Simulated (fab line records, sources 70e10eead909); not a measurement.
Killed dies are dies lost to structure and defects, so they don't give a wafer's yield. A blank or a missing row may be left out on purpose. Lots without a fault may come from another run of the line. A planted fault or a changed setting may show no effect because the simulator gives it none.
One fault seen from 2 desks | flow nand_harc | each desk has only its own numbers; what lay behind them comes last

THE METROLOGY DESK
What the gauges read, lot by lot, whatever tool the lot ran on: means of the sampled wafers that have a number. A lot is out of limits, marked OUT, if its mean lies more than 4 standard deviations from the usual mean; the brackets give that distance.
Columns: A = cd_nm at NHARC_THIN_TSV_CD_MEAS_33, usual 5000.7 nm
lot  | first seen here | A
L853 | day 19 06:04    | 5000.2
L851 | day 19 06:27    | 5001.7
L852 | day 19 07:08    | 4996.1
L850 | day 20 09:13    | 5005.0
L858 | day 21 05:14    | 5003.7
L856 | day 21 05:57    | 4999.4
L857 | day 21 09:01    | 5000.4
L859 | day 22 00:48    | 4999.3
L860 | day 22 01:50    | 4998.5
L862 | day 22 02:51    | 5000.1
L869 | day 23 14:53    | 5000.4
L870 | day 24 11:59    | 5000.2
L871 | day 24 12:56    | 4998.7
This desk's finding: nothing out of limits on any of the 13 lots.

THE TOOL OWNER'S DESK: pvd_sputter-03
The tool's own readings at NHARC_THIN_TSV_PVD_19 (deposits TaN, target thk 20 nm): means of the sampled wafers that have a number, for each lot that ran on this tool. A lot is out of limits, marked OUT, if its mean lies more than 4 standard deviations from the usual mean; the brackets give that distance.
Columns: A = throttle_valve_pct at NHARC_THIN_TSV_PVD_19, usual 29.9 %
lot  | first seen here | A
L851 | day 19 03:28    | 30.4
L856 | day 21 02:49    | 29.3
L857 | day 21 05:58    | 29.6
L862 | day 21 23:44    | 29.6
L869 | day 23 11:26    | 29.6
L870 | day 24 09:01    | 29.2
L871 | day 24 09:58    | 29.9
This desk's finding: nothing out of limits on any of the 7 lots.

PUT TOGETHER
The metrology desk saw nothing out of limits.
The tool owner's desk saw nothing out of limits.

WHAT THE SIMULATOR HAD PUT IN
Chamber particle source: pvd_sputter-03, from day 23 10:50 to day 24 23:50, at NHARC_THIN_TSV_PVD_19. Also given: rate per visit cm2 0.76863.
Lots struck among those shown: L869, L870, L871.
